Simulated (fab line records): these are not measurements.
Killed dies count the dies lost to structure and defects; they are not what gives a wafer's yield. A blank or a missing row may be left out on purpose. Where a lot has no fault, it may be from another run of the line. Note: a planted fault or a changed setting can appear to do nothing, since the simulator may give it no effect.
fab line records	flow nandHarc
[record] lots = 6	wafers = 18	lastDay = 24
route steps=1159 shown P_M2@324 END@1159
lots with no fault: from the same line, run without faults
startH: the number of hours between the record's first day and the start of the first shown wafer of the lot	waitH: hours from the lot's prior step to this one	" unchanged from the row above	L1.1+2: one row covering several wafers at once	- either no value or no given start	* or withheld: withheld	< > ~ a bound
route shown NAME@n: names a module that has steps shown in the file, with the first one's number in the route	usual: mean/standard deviation taken from wafers without a fault	same: alike in all rows	chamber/n: place in a boat	sites: per-site readings	_std_site: standard deviation of those values	_edge_site: inner sites' mean taken away from outer sites' mean	radiusMm: for every site, how far away it sits from the centre of the wafer	mask NAME#n: copy n	behind: tool/chamber where the wafer was last shaped	hold: what put the lot on hold/how long, in hours/how the hold closed	device: the n, p or np transistor that did not switch	end of line: the route-end tests of the same wafers	step lacking rows: just its recipe	killed: at the first sort, the dies lost to defects and structure; wafer yield is something else	map: per-die view of a wafer (x killed, . not killed, _ where there is no die)
set.NAME: the setting the step ran with; set.NAME@STEP: the setting that earlier step ran with	model.NAME: the simulator's own value behind a step, which no gauge read
lots seen at some steps along the route; tables by step, rows by wafer
services: a tool's chamber out of use, with start hour (startH, from the record's first day; less than 0 if before it), hours out, and reason
[[steps]]
[step NHARC_P_M2_EBR_05]
[step NHARC_P_M2_EXPOSE_06]
[recipe] na = 1.35	targetCdNm = 170	doseMj = 80.78	maskId = P_M2
[step NHARC_P_M2_PEB_07]
[recipe] pebTempC = 100	pebTimeS = 65
[step NHARC_P_M2_DEVELOP_08]
[recipe] developTimeS = 35	devTempC = 23
[step NHARC_P_M2_CD_MEAS_09]
[recipe] targetCdNm = 170	landingEnergyEv = 500
[usual] cdNm = 170.0/0.6
lot.wafer	tool	chamber	startH	waitH	cdNm
L443.2	cdSem-01	0	150.51	-	169.2
L443.3	"	0	"	"	170.4
L443.6	"	0	"	"	169.2
L447.3	cdSem-03	0	175.43	-	170.2
L447.4	"	0	"	"	169.4
L447.6	"	0	"	"	169.8
L453.1	cdSem-03	0	215.62	-	170.4
L453.3	"	0	"	"	169.6
L453.6	"	0	"	"	169.8
L454.1	cdSem-03	0	216.63	-	170.1
L454.4	"	0	"	"	171.0
L454.5	"	0	"	"	170.6
L460.2	cdSem-01	0	264.72	-	170.0
L460.3	"	0	"	"	169.5
L460.5	"	0	"	"	169.3
L461.2	cdSem-03	0	265.40	-	170.5
L461.3	"	0	"	"	170.5
L461.5	"	0	"	"	170.5
[step NHARC_P_M2_OVL_MEAS_10]
[recipe] pitchNm = 340
[usual] overlayXNm = 0.0/0.86	overlayYNm = 0.1/0.94
lot.wafer	tool	chamber	startH	waitH	overlayXNm	overlayYNm
L443.2	overlay-01	-	150.60	-	0.8	-0.6
L443.3	"	-	"	"	1.2	-1.4
L443.6	"	-	"	"	0.5	-0.9
L447.3	overlay-01	-	175.51	-	0.5	-1.6
L447.4	"	-	"	"	0.8	-0.9
L447.6	"	-	"	"	0.3	-0.2
L453.1	overlay-02	-	215.71	-	-1.2	1.0
L453.3	"	-	"	"	-1.1	1.4
L453.6	"	-	"	"	-1.3	1.5
L454.1	overlay-02	-	216.72	-	1.3	0.6
L454.4	"	-	"	"	0.9	0.4
L454.5	"	-	"	"	1.1	0.3
L460.2	overlay-02	-	264.81	-	0.1	0.4
L460.3	"	-	"	"	0.2	0.5
L460.5	"	-	"	"	-0.2	0.3
L461.2	overlay-02	-	265.48	-	-1.2	-1.9
L461.3	"	-	"	"	-1.6	-3.1
L461.5	"	-	"	"	-1.4	-2.6
[step NHARC_P_M2_INSPECT_11]
[usual] rawDefectCount = 3.8/2.3
lot.wafer	tool	chamber	startH	waitH	rawDefectCount
L443.2	defectInspect-02	-	150.65	0.1	2
L443.3	"	-	"	"	6
L443.6	"	-	"	"	6
L447.3	defectInspect-02	-	175.55	0.0	5
L447.4	"	-	"	"	4
L447.6	"	-	"	"	5
L453.1	defectInspect-01	-	215.75	0.0	2
L453.3	"	-	"	"	4
L453.6	"	-	"	"	1
L454.1	defectInspect-01	-	216.75	0.0	3
L454.4	"	-	"	"	3
L454.5	"	-	"	"	3
L460.2	defectInspect-01	-	264.84	0.0	10
L460.3	"	-	"	"	6
L460.5	"	-	"	"	4
L461.2	defectInspect-02	-	265.52	0.0	6
L461.3	"	-	"	"	11
L461.5	"	-	"	"	13
[step NHARC_P_M2_DESCUM_14]
[recipe] timeS = 3	o2FlowSccm = 200	arFlowSccm = 0	biasPowerW = 0	chemistry = O2
[usual] drypumpMotorCurrentA = 5.7/0.35	oesProductAu = 0.999/0.011	rfVppV = 57.9/0.77	showerheadPlenumPTorr = 1.95/0.061	throttleValvePct = 11.312/0.0084
[same] timeS = 3
lot.wafer	tool	chamber	startH	waitH	drypumpMotorCurrentA	oesProductAu	rfHoursCounterH	rfVppV	showerheadPlenumPTorr	throttleValvePct
L443.3	rieDiel-07	2	150.71	0.1	5.5	1.008	18	56.9	1.86	11.321
L443.2	"	3	"	"	6.8	0.989	16	58.0	2.02	11.302
L443.6	"	3	"	"	6.8	0.990	-	56.8	2.02	11.309
L447.4	rieDiel-01	1	175.62	0.1	5.6	1.003	11	58.1	1.93	11.322
L447.3	"	2	"	"	5.5	0.992	11	57.9	1.90	11.310
L447.6	"	1	"	"	5.7	1.013	-	57.7	1.93	11.322
L453.1	rieDiel-10	1	215.81	0.1	5.8	1.024	1	57.0	1.95	11.310
L453.3	"	3	"	"	5.6	1.001	1	57.8	1.97	11.302
L453.6	"	2	"	"	5.5	1.005	-	57.1	1.97	11.297
L454.1	rieDiel-01	1	216.83	0.1	5.6	1.015	23	58.9	1.93	11.305
L454.5	"	1	"	"	5.6	1.013	-	58.0	1.93	11.318
L454.4	"	2	"	"	5.5	0.991	-	56.1	1.90	11.318
L460.2	rieDiel-10	3	264.90	0.1	5.6	0.994	3	57.7	1.97	11.304
L460.3	"	2	"	"	5.5	0.999	3	57.5	1.97	11.303
L460.5	"	3	"	"	5.6	0.996	-	58.5	1.97	11.306
L461.2	rieDiel-10	1	265.58	0.1	5.8	1.018	3	58.9	1.95	11.307
L461.3	"	2	"	"	5.5	0.996	3	57.0	1.97	11.309
L461.5	"	1	"	"	5.8	1.014	-	57.3	1.95	11.303
[step NHARC_P_M2_ETCH_35]
[recipe] targetDepthA = 400	overetchA = 120	timeS = 43.94	ionEnergyEv = 200	n2FlowSccm = 150	h2FlowSccm = 150	arFlowSccm = 0	rfW = 400	biasW = 150	chemistry = N2/H2
[usual] biasW = 150.0/0.46	chamberPressureMTorr = 30.00/0.056	drypumpMotorCurrentA = 5.7/0.35	oesProductAu = 0.999/0.011	rfVppV = 431.6/2.1	showerheadPlenumPTorr = 2.07/0.068	throttleValvePct = 14.171/0.0091
[same] timeS = 43.94
lot.wafer	tool	chamber	startH	waitH	biasW	chamberPressureMTorr	drypumpMotorCurrentA	oesProductAu	rfHoursCounterH	rfVppV	showerheadPlenumPTorr	throttleValvePct
L443.2	rieDiel-07	0	150.81	0.1	150.1	30.01	5.7	0.992	18	426.1	1.93	14.167
L443.3	"	1	"	"	150.4	30.04	5.4	0.983	19	434.5	2.18	14.163
L443.6	"	3	"	"	149.1	30.01	6.8	1.006	-	432.7	2.16	14.165
L447.4	rieDiel-01	3	175.74	0.1	150.4	30.03	5.0	1.005	12	433.3	2.10	14.178
L447.3	"	0	"	"	149.9	29.97	6.0	0.989	9	434.8	2.21	14.174
L447.6	"	3	"	"	150.1	30.02	5.0	0.992	-	432.7	2.10	14.167
L453.3	rieDiel-10	3	215.90	0.1	150.6	30.00	5.6	0.999	1	433.0	2.10	14.161
L453.1	"	0	"	"	150.1	30.02	5.7	0.989	1	429.0	2.02	14.169
L453.6	"	3	"	"	150.0	30.00	5.6	1.005	-	433.0	2.10	14.169
L454.1	rieDiel-01	0	216.92	0.1	150.1	30.04	6.0	0.995	22	433.9	2.21	14.171
L454.4	"	2	"	"	149.9	30.03	5.5	1.013	-	431.1	2.02	14.178
L454.5	"	1	"	"	150.3	30.00	5.7	1.033	-	433.0	2.06	14.165
L460.3	rieDiel-10	1	265.00	0.1	149.3	30.00	5.8	1.016	3	431.4	2.08	14.161
L460.2	"	2	"	"	148.9	29.97	5.5	1.002	3	433.9	2.11	14.173
L460.5	"	0	"	"	150.2	29.99	5.7	0.989	-	429.9	2.02	14.171
L461.3	rieDiel-10	0	265.66	0.1	150.3	30.03	5.7	0.994	3	428.8	2.02	14.175
L461.2	"	3	"	"	150.4	29.97	5.6	0.995	3	433.1	2.10	14.172
L461.5	"	1	"	"	150.2	29.95	5.8	1.015	-	431.1	2.08	14.182
[step NHARC_P_M2_ETCH_15]
[recipe] targetDepthA = 1825	timeS = 91.2	c4f8FlowSccm = withheld	arFlowSccm = 400	rfW = 600	biasW = 300	chemistry = C4F8/Ar
[usual] biasW = 300.1/0.88	chamberPressureMTorr = 25.000/0.023	oesProductAu = 0.948/0.027	rfVppV = 441.7/2.1
[same] timeS = 91.2
lot.wafer	tool	chamber	startH	waitH	biasW	chamberPressureMTorr	oesProductAu	rfHoursCounterH	rfVppV
L443.2	rieDiel-07	3	-	-	300.0	25.008	0.921	16	443.9
L443.3	"	0	"	"	298.7	24.992	0.917	18	437.0
L443.6	"	1	"	"	300.0	24.953	0.924	-	444.5
L447.3	rieDiel-01	3	-	-	299.1	24.981	0.930	12	442.1
L447.4	"	2	"	"	300.1	25.002	0.921	12	441.1
L447.6	"	0	"	"	299.3	25.023	0.914	-	446.5
L453.3	rieDiel-10	0	-	-	299.9	25.056	0.969	1	440.9
L453.1	"	2	"	"	299.1	24.959	0.966	1	443.1
L453.6	"	0	"	"	299.0	25.016	0.960	-	440.4
L454.1	rieDiel-01	0	-	-	298.4	25.004	0.914	22	446.3
L454.5	"	2	"	"	301.5	24.990	0.922	-	439.8
L454.4	"	1	"	"	300.6	25.010	0.934	-	441.1
L460.3	rieDiel-10	1	-	-	300.3	24.970	0.990	3	442.2
L460.2	"	3	"	"	299.0	24.984	0.965	3	441.9
L460.5	"	2	"	"	299.7	25.018	0.983	-	442.6
L461.2	rieDiel-10	1	-	-	301.1	24.958	0.979	3	442.0
L461.3	"	2	"	"	299.7	25.015	0.970	3	443.5
L461.5	"	1	"	"	299.5	24.952	0.963	-	442.9
[step NHARC_P_M2_CD_MEAS_16]
[usual] cdNm = 169.9/0.89
lot.wafer	tool	chamber	startH	waitH	cdNm
L443.2	cdSem-01	-	151.02	-	169.6
L443.3	"	-	"	"	169.7
L443.6	"	-	"	"	169.6
L447.3	cdSem-03	-	175.99	-	169.4
L447.4	"	-	"	"	170.4
L447.6	"	-	"	"	171.1
L453.1	cdSem-02	-	216.12	-	169.6
L453.3	"	-	"	"	169.4
L453.6	"	-	"	"	168.8
L454.1	cdSem-03	-	217.16	-	171.4
L454.4	"	-	"	"	170.6
L454.5	"	-	"	"	171.8
L460.2	cdSem-01	-	265.21	-	168.7
L460.3	"	-	"	"	169.5
L460.5	"	-	"	"	169.5
L461.2	cdSem-02	-	265.89	-	169.5
L461.3	"	-	"	"	170.0
L461.5	"	-	"	"	169.6
[step NHARC_P_M2_STRIP_18]
[recipe] powerW = 1000	n2FlowSccm = 150	h2FlowSccm = 150	arFlowSccm = 0	biasW = 0	chemistry = N2/H2
[usual] drypumpMotorCurrentA = 5.7/0.37	oesProductAu = 0.998/0.011	rfVppV = 90.9/0.92	showerheadPlenumPTorr = 2.08/0.074	throttleValvePct = 14.171/0.0093
lot.wafer	tool	chamber	startH	waitH	drypumpMotorCurrentA	oesProductAu	rfHoursCounterH	rfVppV	showerheadPlenumPTorr	throttleValvePct
L443.2	rieDiel-10	0	151.14	0.1	5.7	0.985	5	90.3	2.02	14.167
L443.3	"	1	"	"	5.8	1.016	5	91.7	2.08	14.178
L443.6	"	0	"	"	5.7	0.989	-	90.1	2.02	14.162
L447.4	rieDiel-10	2	176.11	0.1	5.5	0.992	6	90.7	2.11	14.158
L447.3	"	3	"	"	5.6	0.998	6	90.3	2.10	14.175
L447.6	"	1	"	"	5.7	1.001	-	90.2	2.08	14.171
L453.1	rieDiel-01	0	216.19	0.1	6.0	0.982	21	90.8	2.21	14.175
L453.3	"	1	"	"	5.7	1.016	23	91.4	2.06	14.162
L453.6	"	1	"	"	5.6	1.013	-	90.7	2.06	14.163
L454.1	rieDiel-10	3	217.26	0.1	5.6	0.993	1	91.1	2.10	14.157
L454.4	"	1	"	"	5.8	1.012	1	90.0	2.08	14.178
L454.5	"	3	"	"	5.6	1.006	-	90.2	2.10	14.177
L460.2	rieDiel-01	2	265.28	0.1	5.5	1.009	39	90.0	2.02	14.177
L460.3	"	0	"	"	6.0	0.992	39	90.3	2.20	14.181
L460.5	"	3	"	"	5.0	1.009	-	93.1	2.09	14.176
L461.2	rieDiel-10	3	265.99	0.1	5.6	1.008	3	91.5	2.10	14.175
L461.3	"	0	"	"	5.7	0.984	3	90.3	2.02	14.161
L461.5	"	2	"	"	5.5	1.002	-	92.1	2.10	14.165
[step NHARC_P_M2_ETCH_28]
[recipe] targetDepthA = 300	overEtchFrac = 0.3	timeS = 72.99	ionEnergyEv = 150	cf4FlowSccm = 50	n2FlowSccm = 100	arFlowSccm = 150	rfW = 300	biasW = 100	chemistry = CF4/N2
[usual] biasW = 100.0/0.31	cf4FlowSccm = 49.97/0.13	drypumpMotorCurrentA = 5.7/0.39	oesProductAu = 0.998/0.011	rfVppV = 314.9/1.6	showerheadPlenumPTorr = 2.66/0.085	throttleValvePct = 19.794/0.0083	timeS = 72.99/0
lot.wafer	tool	chamber	startH	waitH	biasW	cf4FlowSccm	drypumpMotorCurrentA	oesProductAu	rfHoursCounterH	rfVppV	showerheadPlenumPTorr	throttleValvePct	timeS
L443.3	rieDiel-10	3	151.36	-	100.0	49.96	5.6	1.000	6	315.3	2.70	19.799	72.99
L443.2	"	0	"	"	100.0	49.93	5.7	0.998	5	314.2	2.60	19.795	72.99
L443.6	"	1	"	"	99.8	49.93	5.7	1.007	-	315.8	2.68	19.796	72.99
L447.4	rieDiel-10	0	176.31	-	99.4	49.81	5.7	0.992	6	314.8	2.60	19.793	72.99
L447.3	"	3	"	"	99.9	50.01	5.6	0.998	6	315.1	2.70	19.798	72.99
L447.6	"	0	"	"	99.6	49.86	5.8	1.000	-	313.8	2.60	19.799	72.99
L453.1	rieDiel-01	2	216.48	-	-	-	-	-	-	-	-	-	-
L453.3	"	1	"	"	-	-	-	-	-	-	-	-	-
L453.6	"	0	"	"	-	-	-	-	-	-	-	-	-
L454.1	rieDiel-10	2	217.49	-	-	-	-	-	-	-	-	-	-
L454.4	"	3	"	"	-	-	-	-	-	-	-	-	-
L454.5	"	0	"	"	-	-	-	-	-	-	-	-	-
L460.3	rieDiel-01	2	265.53	-	99.8	50.04	5.6	0.999	39	313.0	2.60	19.803	72.99
L460.2	"	3	"	"	99.9	49.94	5.0	1.005	39	315.4	2.69	19.786	72.99
L460.5	"	1	"	"	99.9	50.05	5.6	1.014	-	314.1	2.64	19.793	72.99
L461.2	rieDiel-10	1	266.22	-	100.0	49.94	5.8	1.018	3	316.0	2.67	19.794	72.99
L461.3	"	2	"	"	99.7	49.67	5.5	1.010	3	315.2	2.70	19.780	72.99
L461.5	"	3	"	"	99.8	50.16	5.6	1.010	-	315.7	2.69	19.802	72.99
[step NHARC_P_M2_STRIP_19]
[recipe] timeS = 600	tempC = 30	chemistry = postEtchResidueRemover
[step NHARC_END_SORT_01]
[recipe] tempC = 25
[usual] defectLimitedYield = 95.4/1.7	killedAtArray = 28/11	killedAtOther = 0.6/0.85	killedAtPeriphery = 2.8/2.3	killedDies = 31/11	killedOpen = 3.1/1.6	killedShort = 2.0/1.4	sort_bin_2_pct = 1.4/0.73	sort_bin_3_pct = 0.27/0.23	sort_bin_4_pct = 2.9/1.1	sortNPass = 646/11	sortRimYieldPct = 95/3.2	sortYieldPct = 95.4/1.7
[same] grossDies = 677	sort_bin_5_pct[%] = 0	sort_bin_6_pct[%] = 0	sort_bin_7_pct[%] = 0	sort_bin_8_pct[%] = 0	sortRimNGross = 106.00
lot.wafer	tool	chamber	startH	waitH	defectLimitedYield[%]	killedAtArray	killedAtOther	killedAtPeriphery	killedDies	killedOpen	killedShort	sort_bin_2_pct[%]	sort_bin_3_pct[%]	sort_bin_4_pct[%]	sortNPass	sortRimYieldPct[%]	sortYieldPct[%]
L443.2	prober-01	0	452.31	2.8	95.7	28	1	0	29	3	3	0.9	0.15	3.2	648	92	95.7
L443.3	prober-01	0	453.11	3.1	95.9	24	2	2	28	1	1	1.3	0.30	2.5	649	94	95.9
L443.6	prober-01	0	455.50	4.0	96.5	20	0	4	24	3	3	0.4	0.30	2.8	653	99	96.5
L447.3	prober-02	0	492.04	3.1	96.8	19	0	3	22	4	2	0.9	0.15	2.2	655	97	96.8
L447.4	prober-02	0	492.82	3.4	98.2	9	0	3	12	2	2	0.6	0	1.2	665	99	98.2
L447.6	prober-02	0	494.40	3.9	97.6	12	2	2	16	3	1	0.9	0	1.5	661	98	97.6
L453.1	prober-02	0	543.78	2.5	0	18	0	659	677	2	1	98.2	0.15	1.6	0	0	0
L453.3	prober-02	0	545.37	3.1	0	21	0	656	677	2	4	97.9	0.15	1.9	0	0	0
L453.6	prober-02	0	547.74	4.0	0	23	0	654	677	2	0	97.5	0.15	2.4	0	0	0
L454.1	prober-01	0	543.80	2.5	0	23	1	653	677	2	0	96.8	0.15	3.1	0	0	0
L454.4	prober-01	0	546.21	3.4	0	29	0	648	677	3	4	96.3	0.30	3.4	0	0	0
L454.5	prober-01	0	547.01	3.7	0	28	1	648	677	4	1	96.8	0.30	3.0	0	0	0
// killed by level:class
L443.2 A_SLIT:chamberFilmFlake=10 A_BONDPAD:chamberFilmFlake=4 A_WL_FILL:chamberFilmFlake=3 A_WL_FILL:geometricParticle:short=2 A_CHANNEL_HOLE_D1:chamberFilmFlake=2 A_STAIRCASE:chamberFilmFlake=2 A_CHANNEL_FILL_D1:geometricParticle:open=1 A_CHANNEL_FILL_D1:geometricParticle:short=1
L443.3 A_SLIT:chamberFilmFlake=12 A_CHANNEL_HOLE_D1:chamberFilmFlake=3 A_CONTACT:chamberFilmFlake=2 A_BONDPAD:chamberFilmFlake=2 THIN_TSV:chamberFilmFlake=2 A_CHANNEL_HOLE_D1:geometricParticle:short=1 A_BLC:geometricParticle:open=1 P_ZERO_WELL:chamberFilmFlake=1
L443.6 A_SLIT:chamberFilmFlake=9 A_BONDPAD:chamberFilmFlake=3 A_WL_FILL:geometricParticle:short=2 P_GATE:geometricParticle:open=1 P_CONTACT:geometricParticle:short=1 A_ONON_D1:geometricParticle:open=1 A_WL_FILL:geometricParticle:open=1 P_ZERO_WELL:chamberFilmFlake=1
L447.3 A_CHANNEL_HOLE_D1:chamberFilmFlake=5 A_CONTACT:chamberFilmFlake=4 A_ZERO_WELL:chamberFilmFlake=3 A_STAIRCASE:chamberFilmFlake=3 A_WL_FILL:geometricParticle:open=2 P_GATE:geometricParticle:short=1 P_M0:geometricParticle:short=1 A_CONTACT:geometricParticle:open=1
L447.4 A_CHANNEL_HOLE_D1:chamberFilmFlake=3 A_STAIRCASE:chamberFilmFlake=3 P_M1:geometricParticle:short=1 P_M2:geometricParticle:short=1 A_ONON_D1:geometricParticle:open=1 A_M0:geometricParticle:open=1 P_GATE:chamberFilmFlake=1 A_BLC:chamberFilmFlake=1
L447.6 A_CHANNEL_HOLE_D1:chamberFilmFlake=3 A_STAIRCASE:chamberFilmFlake=3 P_M1:geometricParticle:open=1 A_CHANNEL_HOLE_D1:geometricParticle:open=1 A_CHANNEL_HOLE_D1:geometricParticle:short=1 A_SGD_CUT:geometricParticle:open=1 P_GATE:chamberFilmFlake=1 A_ZERO_WELL:chamberFilmFlake=1
L453.1 P_M2:areaEtch=658 A_CHANNEL_HOLE_D1:chamberFilmFlake=11 A_CHANNEL_FILL_D1:chamberFilmFlake=2 A_CHANNEL_FILL_D1:geometricParticle:short=1 A_CONTACT:geometricParticle:open=1 A_M0:geometricParticle:open=1 P_CONTACT:chamberFilmFlake=1 A_STAIRCASE:chamberFilmFlake=1
L454.1 P_M2:areaEtch=649 A_SLIT:chamberFilmFlake=13 A_CONTACT:chamberFilmFlake=5 P_CONTACT:geometricParticle:open=2 P_ZERO_WELL:chamberFilmFlake=2 A_CHANNEL_HOLE_D1:chamberFilmFlake=2 A_STAIRCASE:chamberFilmFlake=2 A_ZERO_WELL:chamberFilmFlake=1
L453.3 P_M2:areaEtch=653 A_CHANNEL_HOLE_D1:chamberFilmFlake=16 P_CONTACT:geometricParticle:short=1 P_M1:geometricParticle:open=1 A_CHANNEL_HOLE_D1:geometricParticle:open=1 A_CHANNEL_FILL_D1:geometricParticle:short=1 A_WL_FILL:geometricParticle:short=1 A_M0:geometricParticle:short=1
L454.4 P_M2:areaEtch=642 A_SLIT:chamberFilmFlake=13 A_CONTACT:chamberFilmFlake=6 A_STAIRCASE:chamberFilmFlake=3 P_ZERO_WELL:chamberFilmFlake=2 A_ZERO_WELL:chamberFilmFlake=2 A_CHANNEL_HOLE_D1:chamberFilmFlake=2 P_CONTACT:geometricParticle:short=1
L454.5 P_M2:areaEtch=643 A_SLIT:chamberFilmFlake=13 A_CONTACT:chamberFilmFlake=7 A_CHANNEL_HOLE_D1:chamberFilmFlake=5 P_GATE:geometricParticle:open=2 P_ZERO_WELL:chamberFilmFlake=2 P_M0:geometricParticle:open=1 A_CHANNEL_FILL_D1:geometricParticle:open=1
L453.6 P_M2:areaEtch=653 A_CHANNEL_HOLE_D1:chamberFilmFlake=15 A_CONTACT:chamberFilmFlake=3 A_STAIRCASE:chamberFilmFlake=2 P_M0:geometricParticle:open=1 A_ONON_D1:geometricParticle:open=1 A_ZERO_WELL:chamberFilmFlake=1 A_CHANNEL_FILL_D1:chamberFilmFlake=1
// map L453.1 (x killed, . not)
____________x____________
_________xxxxxxx_________
_______xxxxxxxxxxx_______
______xxxxxxxxxxxxx______
_____xxxxxxxxxxxxxxx_____
____xxxxxxxxxxxxxxxxx____
____xxxxxxxxxxxxxxxxx____
___xxxxxxxxxxxxxxxxxxx___
___xxxxxxxxxxxxxxxxxxx___
__xxxxxxxxxxxxxxxxxxxxx__
__xxxxxxxxxxxxxxxxxxxxx__
_xxxxxxxxxxxxxxxxxxxxxxx_
_xxxxxxxxxxxxxxxxxxxxxxx_
_xxxxxxxxxxxxxxxxxxxxxxx_
_xxxxxxxxxxxxxxxxxxxxxxx_
_xxxxxxxxxxxxxxxxxxxxxxx_
xxxxxxxxxxxxxxxxxxxxxxxxx
xxxxxxxxxxxxxxxxxxxxxxxxx
xxxxxxxxxxxxxxxxxxxxxxxxx
xxxxxxxxxxxxxxxxxxxxxxxxx
xxxxxxxxxxxxxxxxxxxxxxxxx
_xxxxxxxxxxxxxxxxxxxxxxx_
_xxxxxxxxxxxxxxxxxxxxxxx_
_xxxxxxxxxxxxxxxxxxxxxxx_
_xxxxxxxxxxxxxxxxxxxxxxx_
_xxxxxxxxxxxxxxxxxxxxxxx_
__xxxxxxxxxxxxxxxxxxxxx__
__xxxxxxxxxxxxxxxxxxxxx__
___xxxxxxxxxxxxxxxxxxx___
___xxxxxxxxxxxxxxxxxxx___
____xxxxxxxxxxxxxxxxx____
____xxxxxxxxxxxxxxxxx____
_____xxxxxxxxxxxxxxx_____
______xxxxxxxxxxxxx______
_______xxxxxxxxxxx_______
_________xxxxxxx_________
____________x____________
// map L454.1 (x killed, . not)
____________x____________
_________xxxxxxx_________
_______xxxxxxxxxxx_______
______xxxxxxxxxxxxx______
_____xxxxxxxxxxxxxxx_____
____xxxxxxxxxxxxxxxxx____
____xxxxxxxxxxxxxxxxx____
___xxxxxxxxxxxxxxxxxxx___
___xxxxxxxxxxxxxxxxxxx___
__xxxxxxxxxxxxxxxxxxxxx__
__xxxxxxxxxxxxxxxxxxxxx__
_xxxxxxxxxxxxxxxxxxxxxxx_
_xxxxxxxxxxxxxxxxxxxxxxx_
_xxxxxxxxxxxxxxxxxxxxxxx_
_xxxxxxxxxxxxxxxxxxxxxxx_
_xxxxxxxxxxxxxxxxxxxxxxx_
xxxxxxxxxxxxxxxxxxxxxxxxx
xxxxxxxxxxxxxxxxxxxxxxxxx
xxxxxxxxxxxxxxxxxxxxxxxxx
xxxxxxxxxxxxxxxxxxxxxxxxx
xxxxxxxxxxxxxxxxxxxxxxxxx
_xxxxxxxxxxxxxxxxxxxxxxx_
_xxxxxxxxxxxxxxxxxxxxxxx_
_xxxxxxxxxxxxxxxxxxxxxxx_
_xxxxxxxxxxxxxxxxxxxxxxx_
_xxxxxxxxxxxxxxxxxxxxxxx_
__xxxxxxxxxxxxxxxxxxxxx__
__xxxxxxxxxxxxxxxxxxxxx__
___xxxxxxxxxxxxxxxxxxx___
___xxxxxxxxxxxxxxxxxxx___
____xxxxxxxxxxxxxxxxx____
____xxxxxxxxxxxxxxxxx____
_____xxxxxxxxxxxxxxx_____
______xxxxxxxxxxxxx______
_______xxxxxxxxxxx_______
_________xxxxxxx_________
____________x____________
[[services]]
tool	chamber	startH	hours	kind
rieDiel-01	2	129.59	5.5	repair
rieDiel-10	0	131.00	-	clean
rieDiel-10	1	131.00	-	clean
rieDiel-10	2	131.00	-	clean
rieDiel-10	3	131.00	-	clean
rieDiel-01	-	138.37	9.0	pm
rieDiel-10	0	138.44	5.6	repair
rieDiel-10	0	155.50	-	clean
rieDiel-10	1	155.50	-	clean
rieDiel-10	2	155.50	-	clean
rieDiel-10	3	155.50	-	clean
rieDiel-01	0	161.94	4.9	repair
rieDiel-10	-	176.50	9.0	pm
rieDiel-10	0	176.50	9.0	ventCycle
rieDiel-10	1	176.50	9.0	ventCycle
rieDiel-10	2	176.50	9.0	ventCycle
rieDiel-10	3	176.50	9.0	ventCycle
rieDiel-10	0	185.50	-	clean
rieDiel-01	-	205.01	0.6	repair
rieDiel-01	3	213.66	4.4	repair
rieDiel-07	-	228.20	9.0	pm
rieDiel-01	3	240.27	4.8	repair
rieDiel-01	2	241.03	3.9	repair
rieDiel-07	1	249.81	3.1	repair
[[key]]
[firstSign] step = NHARC_P_M2_ETCH_28	reading = toolRecord	direction = missing
[effect] step = NHARC_END_SORT_01	reading = killedAtPeriphery	direction = up	sigmas = 99+	usual = 2.8	struck = 653
[moreKillsBornAt] NHARC_P_M2_ETCH_28@rieDiel-01 = 1964	NHARC_P_M2_ETCH_28@rieDiel-10 = 1934
metAt NHARC_P_M2_ETCH_28
struckWafers L453.1,L453.3,L453.6,L454.1,L454.4,L454.5
laterRowsLeftOut L453.1,L453.3,L453.6,L454.1,L454.4,L454.5
onsetBetween 176.31 216.48
[fault] kind = skippedStepWhole	tool = rieDiel-01,rieDiel-10	chamber = -	onsetH = 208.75	steps = NHARC_P_M2_ETCH_28	scope = struckLotsOnly
// laterRowsLeftOut: the simulator's readings of these wafers behind a module that went badly wrong aren't trusted and aren't shown, but for the sort
